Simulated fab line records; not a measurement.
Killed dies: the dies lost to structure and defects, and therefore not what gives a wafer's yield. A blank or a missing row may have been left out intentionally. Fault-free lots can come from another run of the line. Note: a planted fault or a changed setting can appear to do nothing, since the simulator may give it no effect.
Chamber matching / flow n5-finfet / 4 sister chambers for N5_BEOL_M7_ETCH_62 on rie-diel-04
The step etches SOC in N2/H2, target depth 110 nm, overetch 22 nm, time 165 s. 4 wafers are shown with their chamber, then 10 later ones without.

WAFERS WITH THEIR CHAMBER
wafer=L077.5; chamber=3; drypump-motor-current-A (A)=5.9
wafer=L086.2; chamber=2; drypump-motor-current-A (A)=5.7
wafer=L087.5; chamber=1; drypump-motor-current-A (A)=6.1
wafer=L090.5; chamber=0; drypump-motor-current-A (A)=4.7

WAFERS WITH NO CHAMBER GIVEN
wafer=L090.6; drypump-motor-current-A (A)=6.0
wafer=L089.1; drypump-motor-current-A (A)=6.0
wafer=L089.5; drypump-motor-current-A (A)=6.1
wafer=L089.6; drypump-motor-current-A (A)=5.7
wafer=L094.1; drypump-motor-current-A (A)=4.7
wafer=L094.2; drypump-motor-current-A (A)=6.1
wafer=L094.3; drypump-motor-current-A (A)=5.9
wafer=L096.2; drypump-motor-current-A (A)=5.9
wafer=L096.4; drypump-motor-current-A (A)=4.7
wafer=L096.5; drypump-motor-current-A (A)=5.9

EACH ONE'S CHAMBER
wafer=L090.6; from the rows above=can't be placed: 1 or 3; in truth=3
wafer=L089.1; from the rows above=can't be placed: 1 or 3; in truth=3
wafer=L089.5; from the rows above=1; in truth=1
wafer=L089.6; from the rows above=2; in truth=2
wafer=L094.1; from the rows above=0; in truth=0
wafer=L094.2; from the rows above=1; in truth=1
wafer=L094.3; from the rows above=3; in truth=3
wafer=L096.2; from the rows above=3; in truth=3
wafer=L096.4; from the rows above=0; in truth=0
wafer=L096.5; from the rows above=3; in truth=3
Correct placement for 8 of the 10. From these rows, 2 cannot be placed; in 2 the true chamber is one of the candidates. 0 placed wrongly.
How it was worked out, from the rows above alone: a wafer's distance from a chamber is the root of the sum, over the readings, of the square of ((its reading less the chamber's mean) divided by the reading's scatter). If the next closest chamber is less than 2 further off than the closest, the wafer can't be placed; otherwise it belongs to the closest. For every chamber, the mean is computed from those of its wafers that are shown. The scatter: root of mean squared gap, hidden wafer to nearest shown wafer, with one shown wafer a chamber.
